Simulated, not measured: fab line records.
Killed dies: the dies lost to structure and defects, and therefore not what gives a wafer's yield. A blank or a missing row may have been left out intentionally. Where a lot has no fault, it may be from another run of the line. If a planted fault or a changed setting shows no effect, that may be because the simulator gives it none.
fab line records -- flow nand-harc
record lots=7, wafers=21, last-day=34
route steps=1302 shown A_CHANNEL_HOLE_D2@606 A_CHANNEL_FILL_D2@610 END@1302
lots with no fault: from the same line, run without faults
start-h: the number of hours between the record's first day and the start of the first shown wafer of the lot -- wait-h: time in hours since the lot's previous step -- " as in the row above -- L1.1+2: several wafers, shown together as one row -- - no value present, or no start provided -- * or withheld: withheld -- < > ~ a bound
route shown NAME@n: NAME is a module with steps in the file, n the number in the route of the first one -- usual: mean/standard deviation taken from wafers without a fault -- same: alike in all rows -- chamber/n: place in a boat -- sites: the reading at each site -- _std_site: standard deviation of those values -- _edge_site: mean of outer sites minus mean of inner sites -- radius-mm: for every site, how far away it sits from the centre of the wafer -- mask NAME#n: copy n -- behind: tool/chamber where the wafer was last shaped -- hold: why the lot went on hold/how many hours it stayed there/how the hold came to an end -- device: names the non-switching transistor (n, p or np) -- end of line: the route-end tests of the same wafers -- a step without rows: its recipe alone -- killed: dies that structure and defects cost at the first sort, which is not the same as the wafer's yield -- map: a wafer's dies, x killed, . not, _ none there
set.NAME: the run value of the setting; set.NAME@STEP: its run value at that earlier step -- model.NAME: the simulator's own value behind a step, which no gauge read
lots at some steps of the route; a table a step, a row a wafer
services: when a tool's chamber went out of use (start-h, in hours from the record's first day, below 0 if earlier), for how many hours, and the reason
## steps
# step NHARC_A_CHANNEL_HOLE_D2_SRD_30
# step NHARC_A_CHANNEL_HOLE_D2_CD_MEAS_31
# usual cd-nm=90.2/1.9
lot.wafer,tool,chamber,start-h,wait-h,cd-nm
L559.4,cd-sem-03,-,327.14,-,88.8
L559.5,cd-sem-03,-,327.14,-,91.5
L559.6,cd-sem-03,-,327.14,-,93.4
L570.1,cd-sem-02,-,442.63,-,93.9
L570.2,cd-sem-02,-,442.63,-,86.8
L570.3,cd-sem-02,-,442.63,-,92.2
L571.1,cd-sem-01,-,443.74,-,91.1
L571.2,cd-sem-01,-,443.74,-,89.8
L571.4,cd-sem-01,-,443.74,-,89.0
L572.1,cd-sem-02,-,466.01,-,91.1
L572.5,cd-sem-02,-,466.01,-,87.9
L572.6,cd-sem-02,-,466.01,-,91.2
L577.1,cd-sem-03,-,508.68,-,90.3
L577.4,cd-sem-03,-,508.68,-,87.8
L577.6,cd-sem-03,-,508.68,-,89.7
L578.4,cd-sem-03,-,523.08,-,90.8
L578.5,cd-sem-03,-,523.08,-,91.2
L578.6,cd-sem-03,-,523.08,-,92.6
L579.1,cd-sem-03,-,538.29,-,89.2
L579.3,cd-sem-03,-,538.29,-,87.3
L579.5,cd-sem-03,-,538.29,-,88.9
# step NHARC_A_CHANNEL_HOLE_D2_XSEM_32
# recipe landing-energy-ev=35000
# usual bot-cd-nm=74.8/2.1, bow-nm=8.50/0.23, tilt-deg=0.06/0.037
lot.wafer,tool,chamber,start-h,wait-h,bot-cd-nm,bow-nm,tilt-deg
L559.4,xsem-02,0,327.24,0.1,73.9,8.39,0.10
L559.5,xsem-02,0,327.24,0.1,76.1,8.45,0.10
L559.6,xsem-02,0,327.24,0.1,77.3,8.36,0.10
L570.1,xsem-01,0,442.71,0.1,77.9,8.24,0.09
L570.2,xsem-01,0,442.71,0.1,71.0,8.13,0.09
L570.3,xsem-01,0,442.71,0.1,76.4,8.14,0.09
L571.1,xsem-02,0,443.83,0.1,76.1,8.60,0.07
L571.2,xsem-02,0,443.83,0.1,74.7,8.70,0.07
L571.4,xsem-02,0,443.83,0.1,73.9,8.76,0.07
L572.1,xsem-02,0,466.10,0.1,75.6,8.20,0.11
L572.5,xsem-02,0,466.10,0.1,72.3,8.19,0.11
L572.6,xsem-02,0,466.10,0.1,75.7,8.21,0.11
L577.1,xsem-02,0,508.77,0.1,75.0,8.48,0.08
L577.4,xsem-02,0,508.77,0.1,72.3,8.50,0.08
L577.6,xsem-02,0,508.77,0.1,74.5,8.54,0.08
L578.4,xsem-02,0,523.18,0.1,75.6,8.50,0.12
L578.5,xsem-02,0,523.18,0.1,76.1,8.43,0.12
L578.6,xsem-02,0,523.18,0.1,77.0,8.42,0.12
L579.1,xsem-02,0,538.39,0.1,73.0,9.12,0.05
L579.3,xsem-02,0,538.39,0.1,71.4,9.10,0.05
L579.5,xsem-02,0,538.39,0.1,72.9,9.02,0.06
# step NHARC_A_CHANNEL_HOLE_D2_INSPECT_40
# usual raw-defect-count=317/110
lot.wafer,tool,chamber,start-h,wait-h,raw-defect-count
L559.4,defect-inspect-01,-,327.33,-,451
L559.5,defect-inspect-01,-,327.33,-,349
L559.6,defect-inspect-01,-,327.33,-,574
L570.1,defect-inspect-02,-,442.81,-,178
L570.2,defect-inspect-02,-,442.81,-,198
L570.3,defect-inspect-02,-,442.81,-,285
L571.1,defect-inspect-02,-,443.93,-,191
L571.2,defect-inspect-02,-,443.93,-,353
L571.4,defect-inspect-02,-,443.93,-,278
L572.1,defect-inspect-02,-,466.20,-,388
L572.5,defect-inspect-02,-,466.20,-,379
L572.6,defect-inspect-02,-,466.20,-,594
L577.1,defect-inspect-01,-,508.87,-,226
L577.4,defect-inspect-01,-,508.87,-,306
L577.6,defect-inspect-01,-,508.87,-,264
L578.4,defect-inspect-02,-,523.27,-,306
L578.5,defect-inspect-02,-,523.27,-,262
L578.6,defect-inspect-02,-,523.27,-,329
L579.1,defect-inspect-02,-,538.48,-,379
L579.3,defect-inspect-02,-,538.48,-,325
L579.5,defect-inspect-02,-,538.48,-,399
# step NHARC_A_CHANNEL_FILL_D2_PRECLEAN_00
# recipe time-s=*, temp-c=50, bath-age-min=0, chemistry=SC1
# step NHARC_A_CHANNEL_FILL_D2_SRD_01
# step NHARC_A_CHANNEL_FILL_D2_ALD_02
# recipe target-thk-a=60, pulse-time-s=10, ald-cycles=60, temp-c=300, material=SiO2
# usual heater-power-w=446/37, precursor-pulse-height-rel=1.002/0.021
lot.wafer,tool,chamber,start-h,wait-h,heater-power-w,precursor-pulse-height-rel
L559.4,ald-hk-01,1,327.52,-,457,0.944
L559.5,ald-hk-01,1,327.52,-,481,0.983
L559.6,ald-hk-01,2,327.52,-,426,0.993
L570.1,ald-hk-02,1,443.00,-,476,0.996
L570.2,ald-hk-02,2,443.00,-,481,1.009
L570.3,ald-hk-02,3,443.00,-,483,0.986
L571.2,ald-hk-03,1,444.12,-,393,1.001
L571.4,ald-hk-03,2,444.12,-,475,0.992
L571.1,ald-hk-03,0,444.12,-,489,1.028
L572.1,ald-hk-03,3,466.53,-,447,0.991
L572.6,ald-hk-03,1,466.53,-,379,0.979
L572.5,ald-hk-03,2,466.53,-,475,0.964
L577.1,ald-hk-01,0,509.21,-,414,0.975
L577.4,ald-hk-01,1,509.21,-,498,1.033
L577.6,ald-hk-01,3,509.21,-,373,1.020
L578.4,ald-hk-02,0,523.60,-,441,0.992
L578.6,ald-hk-02,2,523.60,-,490,1.016
L578.5,ald-hk-02,3,523.60,-,482,0.991
L579.1,ald-hk-03,2,538.82,-,475,1.013
L579.3,ald-hk-03,3,538.82,-,446,0.994
L579.5,ald-hk-03,0,538.82,-,491,1.017
# step NHARC_A_CHANNEL_FILL_D2_ALD_03
# recipe target-thk-a=60, pulse-time-s=60, ald-cycles=58, temp-c=630, pressure-torr=2, material=SiNx
# step NHARC_A_CHANNEL_FILL_D2_ALD_14
# recipe target-thk-a=25, pulse-time-s=10, ald-cycles=25, temp-c=300, material=SiO2
# step NHARC_A_CHANNEL_FILL_D2_ALD_15
# recipe target-thk-a=20, pulse-time-s=60, ald-cycles=19, temp-c=630, pressure-torr=2, material=SiNx
# usual precursor-pulse-height-rel=1.002/0.02
lot.wafer,tool,chamber,start-h,wait-h,precursor-pulse-height-rel
L559.4,ald-sin-batch-01,0,-,-,1.019
L559.5,ald-sin-batch-01,0,-,-,1.001
L559.6,ald-sin-batch-01,0,-,-,1.001
L570.1,ald-sin-batch-02,0,-,-,0.997
L570.2,ald-sin-batch-02,0,-,-,0.994
L570.3,ald-sin-batch-02,0,-,-,1.000
L571.1,ald-sin-batch-02,0,-,-,0.994
L571.2,ald-sin-batch-02,0,-,-,0.987
L571.4,ald-sin-batch-02,0,-,-,1.000
L572.1,ald-sin-batch-01,0,-,-,0.967
L572.5,ald-sin-batch-01,0,-,-,0.960
L572.6,ald-sin-batch-01,0,-,-,0.996
L577.1,ald-sin-batch-03,0,-,-,1.007
L577.4,ald-sin-batch-03,0,-,-,0.999
L577.6,ald-sin-batch-03,0,-,-,0.997
L578.4,ald-sin-batch-02,0,-,-,1.033
L578.5,ald-sin-batch-02,0,-,-,1.018
L578.6,ald-sin-batch-02,0,-,-,0.994
L579.1,ald-sin-batch-01,0,-,-,1.003
L579.3,ald-sin-batch-01,0,-,-,0.991
L579.5,ald-sin-batch-01,0,-,-,1.031
# step NHARC_A_CHANNEL_FILL_D2_ALD_16
# recipe target-thk-a=15, pulse-time-s=10, ald-cycles=15, temp-c=300, material=SiO2
# usual heater-power-w=449/35, precursor-pulse-height-rel=1.001/0.019
lot.wafer,tool,chamber,start-h,wait-h,heater-power-w,precursor-pulse-height-rel
L559.4,ald-hk-02,2,339.72,0.1,462,1.017
L559.5,ald-hk-02,1,339.72,0.1,460,1.010
L559.6,ald-hk-02,2,339.72,0.1,472,0.968
L570.1,ald-hk-03,1,455.23,0.1,384,0.993
L570.3,ald-hk-03,2,455.23,0.1,477,0.995
L570.2,ald-hk-03,3,455.23,0.1,440,1.014
L571.2,ald-hk-03,3,455.39,0.2,442,1.035
L571.4,ald-hk-03,0,455.39,0.2,479,1.016
L571.1,ald-hk-03,1,455.39,0.2,383,1.005
L572.1,ald-hk-03,2,477.40,0.2,457,1.023
L572.6,ald-hk-03,0,477.40,0.2,487,1.001
L572.5,ald-hk-03,1,477.40,0.2,393,0.971
L577.4,ald-hk-03,3,521.28,0.1,433,1.016
L577.1,ald-hk-03,0,521.28,0.1,503,1.011
L577.6,ald-hk-03,3,521.28,0.1,445,0.995
L578.4,ald-hk-03,0,535.66,0.1,482,1.003
L578.6,ald-hk-03,3,535.66,0.1,451,1.013
L578.5,ald-hk-03,0,535.66,0.1,495,1.004
L579.3,ald-hk-03,2,550.73,0.1,459,1.007
L579.1,ald-hk-03,3,550.73,0.1,445,0.979
L579.5,ald-hk-03,2,550.73,0.1,485,0.992
# step NHARC_A_CHANNEL_FILL_D2_ANNEAL_17
# recipe temp-c=850, time-s=1800
# step NHARC_A_CHANNEL_FILL_D2_CVD_18
# recipe target-thk-a=30, temp-c=550, material=poly-Si
# usual spike-tc-bottom-C=571.3/1.4, spike-tc-centre-C=551.5/1.3, spike-tc-lower-C=550.6/1.2, zone-power-upper-pct=8.0/0.5
lot.wafer,tool,chamber,start-h,wait-h,spike-tc-bottom-C,spike-tc-centre-C,spike-tc-lower-C,zone-power-upper-pct
L559.4,lpcvd-poly-02,0,349.51,-,570.9,550.2,551.5,8.7
L559.5,lpcvd-poly-02,0,349.51,-,571.8,551.0,551.0,8.5
L559.6,lpcvd-poly-02,0,349.51,-,571.1,550.0,551.9,8.6
L570.1,lpcvd-poly-04,-,464.91,-,-,-,-,-
L570.2,lpcvd-poly-04,-,464.91,-,-,-,-,-
L570.3,lpcvd-poly-04,-,464.91,-,-,-,-,-
L571.1,lpcvd-poly-04,-,464.91,-,-,-,-,-
L571.2,lpcvd-poly-04,-,464.91,-,-,-,-,-
L571.4,lpcvd-poly-04,-,464.91,-,-,-,-,-
L572.1,lpcvd-poly-04,-,487.21,-,-,-,-,-
L572.5,lpcvd-poly-04,-,487.21,-,-,-,-,-
L572.6,lpcvd-poly-04,-,487.21,-,-,-,-,-
L577.1,lpcvd-poly-02,0,531.16,-,570.0,550.7,553.4,8.6
L577.4,lpcvd-poly-02,0,531.16,-,570.1,552.0,550.5,8.7
L577.6,lpcvd-poly-02,0,531.16,-,570.6,552.9,551.1,8.7
L578.4,lpcvd-poly-02,0,545.55,-,570.8,552.5,549.7,8.5
L578.5,lpcvd-poly-02,0,545.55,-,570.6,550.8,549.5,8.7
L578.6,lpcvd-poly-02,0,545.55,-,569.0,553.0,550.9,8.8
L579.1,lpcvd-poly-04,0,560.40,-,571.2,551.7,547.9,7.6
L579.3,lpcvd-poly-04,0,560.40,-,573.0,552.7,549.3,7.5
L579.5,lpcvd-poly-04,0,560.40,-,572.2,554.0,548.5,7.7
# step NHARC_A_CHANNEL_FILL_D2_ETCHBACK_19
# recipe target-depth-a=50, time-s=1.7, hbr-flow-sccm=150, cl2-flow-sccm=50, rf-w=400, icp-w=400, bias-w=100, chemistry=HBr/Cl2
# usual drypump-motor-current-A=5.8/0.58, oes-product-au=1.005/0.012, throttle-valve-pct=26.405/0.009
lot.wafer,tool,chamber,start-h,wait-h,drypump-motor-current-A,oes-product-au,rf-hours-counter-h,throttle-valve-pct
L559.4,rie-si-01,1,351.61,0.4,6.5,1.005,0.51,26.398
L559.6,rie-si-01,3,351.61,0.4,5.2,1.015,-,26.416
L559.5,rie-si-01,0,351.61,0.4,6.6,0.992,-,26.403
L571.2,rie-si-06,3,466.94,0.4,5.2,1.008,0.15,26.397
L571.4,rie-si-06,1,466.94,0.4,5.4,1.001,0.17,26.394
L571.1,rie-si-06,2,466.94,0.4,5.7,1.010,0.20,26.415
L570.1,rie-si-01,2,466.95,0.4,6.1,1.006,0.46,26.411
L570.2,rie-si-01,3,466.95,0.4,5.2,1.017,0.50,26.408
L570.3,rie-si-01,0,466.95,0.4,6.6,1.014,0.50,26.402
L572.1,rie-si-06,1,489.30,0.4,5.4,0.985,0.24,26.405
L572.6,rie-si-06,3,489.30,0.4,5.2,1.004,-,26.414
L572.5,rie-si-06,0,489.30,0.4,4.9,1.011,-,26.412
L577.4,rie-si-01,1,533.24,0.4,6.6,1.018,0.95,26.402
L577.1,rie-si-01,2,533.24,0.4,6.0,1.001,0.76,26.408
L577.6,rie-si-01,1,533.24,0.4,6.6,1.002,-,26.393
L578.4,rie-si-06,2,547.60,0.4,5.6,0.999,0.67,26.403
L578.6,rie-si-06,1,547.60,0.4,5.4,0.984,-,26.403
L578.5,rie-si-06,2,547.60,0.4,5.7,0.999,-,26.402
L579.1,rie-si-06,0,562.48,0.4,4.8,1.012,0.71,26.404
L579.3,rie-si-06,1,562.48,0.4,5.4,1.012,0.69,26.399
L579.5,rie-si-06,3,562.48,0.4,5.1,1.011,-,26.411
# step NHARC_END_SORT_01
# recipe temp-c=25
# usual killed-at-array=54/17, killed-at-other=0.7/1, killed-at-periphery=3.7/2.9, killed-dies=58/16, killed-open=3.2/1.9, killed-short=2.2/1.5
# same gross-dies=677
lot.wafer,tool,chamber,start-h,wait-h,killed-at-array,killed-at-other,killed-at-periphery,killed-dies,killed-open,killed-short
L571.1,prober-02,0,698.58,2.5,674,0,3,677,1,4
L571.2,prober-02,0,699.38,2.8,673,2,2,677,0,3
L571.4,prober-02,0,700.98,3.4,675,1,1,677,2,0
L570.1,prober-01,0,706.24,2.5,675,0,2,677,1,0
L570.2,prober-01,0,707.02,2.8,671,0,6,677,3,5
L570.3,prober-01,0,707.81,3.0,670,0,7,677,3,0
L572.1,prober-02,0,726.75,2.5,675,0,2,677,4,3
L572.5,prober-02,0,729.97,3.7,676,0,1,677,2,3
L572.6,prober-02,0,730.77,4.0,674,0,3,677,2,4
# killed by level:class
L571.1 A_CHANNEL_FILL_D2:area-cvd=606 A_SLIT:chamber-film-flake=33 A_CHANNEL_HOLE_D1:chamber-film-flake=24 A_STAIRCASE:chamber-film-flake=3 P_GATE:chamber-film-flake=2 A_CHANNEL_HOLE_D1:geometric-particle:short=1 A_ONON_D2:geometric-particle:short=1 A_CHANNEL_FILL_D2:geometric-particle:short=1
L571.2 A_CHANNEL_FILL_D2:area-cvd=620 A_CHANNEL_HOLE_D1:chamber-film-flake=33 A_SLIT:chamber-film-flake=13 A_CONTACT:chamber-film-flake=2 THIN_TSV:chamber-film-flake=2 A_CHANNEL_FILL_D2:geometric-particle:short=1 A_STAIRCASE:geometric-particle:short=1 A_SGD_CUT:geometric-particle:short=1
L571.4 A_CHANNEL_FILL_D2:area-cvd=612 A_CHANNEL_HOLE_D1:chamber-film-flake=31 A_SLIT:chamber-film-flake=19 A_STAIRCASE:chamber-film-flake=4 A_CHANNEL_HOLE_D1:geometric-particle:open=2 A_CHANNEL_FILL_D2:chamber-film-flake=2 A_CONTACT:chamber-film-flake=2 P_ZERO_WELL:chamber-film-flake=1
L570.1 A_CHANNEL_FILL_D2:area-cvd=627 A_CHANNEL_HOLE_D2:chamber-film-flake=14 A_CHANNEL_HOLE_D1:chamber-film-flake=12 A_CONTACT:chamber-film-flake=10 A_CHANNEL_FILL_D2:chamber-film-flake=3 A_SLIT:chamber-film-flake=3 A_STAIRCASE:chamber-film-flake=2 P_M0:geometric-particle:open=1
L570.2 A_CHANNEL_FILL_D2:area-cvd=629 A_CHANNEL_HOLE_D2:chamber-film-flake=17 A_CHANNEL_HOLE_D1:chamber-film-flake=7 P_BONDPAD:chamber-film-flake=4 A_CONTACT:chamber-film-flake=3 A_BLC:geometric-particle:open=2 A_CHANNEL_FILL_D1:chamber-film-flake=2 A_DECK1_JOINT:chamber-film-flake=2
L570.3 A_CHANNEL_FILL_D2:area-cvd=636 A_CHANNEL_HOLE_D2:chamber-film-flake=19 A_CHANNEL_HOLE_D1:chamber-film-flake=6 A_SLIT:chamber-film-flake=4 P_BONDPAD:chamber-film-flake=3 P_GATE:geometric-particle:open=1 P_CONTACT:geometric-particle:open=1 A_DECK1_JOINT:geometric-particle:open=1
L572.1 A_CHANNEL_FILL_D2:area-cvd=633 A_CHANNEL_HOLE_D1:chamber-film-flake=28 A_SGD_CUT:chamber-film-flake=4 A_ONON_D1:geometric-particle:open=2 A_ONON_D2:geometric-particle:short=2 A_SLIT:chamber-film-flake=2 A_STAIRCASE:chamber-film-flake=2 P_M0:geometric-particle:open=1
L572.5 A_CHANNEL_FILL_D2:area-cvd=634 A_CHANNEL_HOLE_D1:chamber-film-flake=31 A_CHANNEL_FILL_D1:geometric-particle:short=3 A_CHANNEL_HOLE_D1:geometric-particle:open=1 A_CHANNEL_FILL_D2:geometric-particle:open=1 P_GATE:chamber-film-flake=1 A_ZERO_WELL:chamber-film-flake=1 A_CHANNEL_FILL_D1:chamber-film-flake=1
L572.6 A_CHANNEL_FILL_D2:area-cvd=621 A_CHANNEL_HOLE_D1:chamber-film-flake=41 A_CHANNEL_FILL_D2:chamber-film-flake=2 A_SLIT:chamber-film-flake=2 P_STI:geometric-particle:short=1 A_CHANNEL_FILL_D1:geometric-particle:open=1 P_M1:geometric-particle:open=1 A_CHANNEL_HOLE_D1:geometric-particle:short=1
# map L570.1 (x killed, . not)
____________x____________
_________xxxxxxx_________
_______xxxxxxxxxxx_______
______xxxxxxxxxxxxx______
_____xxxxxxxxxxxxxxx_____
____xxxxxxxxxxxxxxxxx____
____xxxxxxxxxxxxxxxxx____
___xxxxxxxxxxxxxxxxxxx___
___xxxxxxxxxxxxxxxxxxx___
__xxxxxxxxxxxxxxxxxxxxx__
__xxxxxxxxxxxxxxxxxxxxx__
_xxxxxxxxxxxxxxxxxxxxxxx_
_xxxxxxxxxxxxxxxxxxxxxxx_
_xxxxxxxxxxxxxxxxxxxxxxx_
_xxxxxxxxxxxxxxxxxxxxxxx_
_xxxxxxxxxxxxxxxxxxxxxxx_
xxxxxxxxxxxxxxxxxxxxxxxxx
xxxxxxxxxxxxxxxxxxxxxxxxx
xxxxxxxxxxxxxxxxxxxxxxxxx
xxxxxxxxxxxxxxxxxxxxxxxxx
xxxxxxxxxxxxxxxxxxxxxxxxx
_xxxxxxxxxxxxxxxxxxxxxxx_
_xxxxxxxxxxxxxxxxxxxxxxx_
_xxxxxxxxxxxxxxxxxxxxxxx_
_xxxxxxxxxxxxxxxxxxxxxxx_
_xxxxxxxxxxxxxxxxxxxxxxx_
__xxxxxxxxxxxxxxxxxxxxx__
__xxxxxxxxxxxxxxxxxxxxx__
___xxxxxxxxxxxxxxxxxxx___
___xxxxxxxxxxxxxxxxxxx___
____xxxxxxxxxxxxxxxxx____
____xxxxxxxxxxxxxxxxx____
_____xxxxxxxxxxxxxxx_____
______xxxxxxxxxxxxx______
_______xxxxxxxxxxx_______
_________xxxxxxx_________
____________x____________
# map L571.1 (x killed, . not)
____________x____________
_________xxxxxxx_________
_______xxxxxxxxxxx_______
______xxxxxxxxxxxxx______
_____xxxxxxxxxxxxxxx_____
____xxxxxxxxxxxxxxxxx____
____xxxxxxxxxxxxxxxxx____
___xxxxxxxxxxxxxxxxxxx___
___xxxxxxxxxxxxxxxxxxx___
__xxxxxxxxxxxxxxxxxxxxx__
__xxxxxxxxxxxxxxxxxxxxx__
_xxxxxxxxxxxxxxxxxxxxxxx_
_xxxxxxxxxxxxxxxxxxxxxxx_
_xxxxxxxxxxxxxxxxxxxxxxx_
_xxxxxxxxxxxxxxxxxxxxxxx_
_xxxxxxxxxxxxxxxxxxxxxxx_
xxxxxxxxxxxxxxxxxxxxxxxxx
xxxxxxxxxxxxxxxxxxxxxxxxx
xxxxxxxxxxxxxxxxxxxxxxxxx
xxxxxxxxxxxxxxxxxxxxxxxxx
xxxxxxxxxxxxxxxxxxxxxxxxx
_xxxxxxxxxxxxxxxxxxxxxxx_
_xxxxxxxxxxxxxxxxxxxxxxx_
_xxxxxxxxxxxxxxxxxxxxxxx_
_xxxxxxxxxxxxxxxxxxxxxxx_
_xxxxxxxxxxxxxxxxxxxxxxx_
__xxxxxxxxxxxxxxxxxxxxx__
__xxxxxxxxxxxxxxxxxxxxx__
___xxxxxxxxxxxxxxxxxxx___
___xxxxxxxxxxxxxxxxxxx___
____xxxxxxxxxxxxxxxxx____
____xxxxxxxxxxxxxxxxx____
_____xxxxxxxxxxxxxxx_____
______xxxxxxxxxxxxx______
_______xxxxxxxxxxx_______
_________xxxxxxx_________
____________x____________
## services
tool,chamber,start-h,hours,kind
rie-si-06,1,309.15,17.4,repair
ald-hk-02,-,350.17,10.0,pm
rie-si-01,-,370.00,9.0,pm
xsem-01,-,374.00,14.0,pm
ald-hk-03,0,396.70,10.0,vent-cycle
ald-hk-03,2,396.70,10.0,vent-cycle
ald-hk-03,3,396.70,10.0,vent-cycle
ald-hk-03,0,406.70,-,clean
ald-hk-03,1,406.70,-,clean
ald-hk-03,2,406.70,-,clean
ald-hk-03,3,406.70,-,clean
rie-si-06,-,426.00,9.0,pm
rie-si-06,0,426.00,9.0,vent-cycle
rie-si-06,1,426.00,9.0,vent-cycle
rie-si-06,2,426.00,9.0,vent-cycle
rie-si-06,3,426.00,9.0,vent-cycle
ald-hk-03,-,427.00,0.8,repair
rie-si-06,0,435.00,-,clean
ald-sin-batch-02,-,438.58,2.6,repair
rie-si-06,1,470.13,9.6,repair
rie-si-01,2,500.43,13.6,repair
ald-sin-batch-01,-,506.00,26.0,pm
rie-si-01,1,522.09,9.0,repair
rie-si-01,-,547.00,9.0,pm
## key
first-sign step=NHARC_A_CHANNEL_FILL_D2_CVD_18, reading=tool-record, direction=missing
effect step=NHARC_END_SORT_01, reading=killed-dies, direction=up, sigmas=38, usual=58, struck=677
more-kills-born-at NHARC_A_CHANNEL_FILL_D2_CVD_18@lpcvd-poly-04=5618
met-at NHARC_A_CHANNEL_FILL_D2_CVD_18
struck-wafers L570.1,L570.2,L570.3,L571.1,L571.2,L571.4,L572.1,L572.5,L572.6
later-rows-left-out L570.1,L570.2,L570.3,L571.1,L571.2,L571.4,L572.1,L572.5,L572.6
tester-left-out L570,L571,L572
fault kind=skipped-step-whole, tool=lpcvd-poly-04, chamber=-, onset-h=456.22, steps=NHARC_A_CHANNEL_FILL_D2_CVD_18, scope=struck-lots-only
# tester-left-out: of these lots the tester's yield and bins aren't shown, on N5 and GAA mostly nor the transistor test; their killed dies are dies lost to structure and defects alone, not to doping, threshold or leakage, so they don't give the yield
# later-rows-left-out: the simulator's readings of these wafers behind a module that went badly wrong aren't trusted and aren't shown, but for the sort
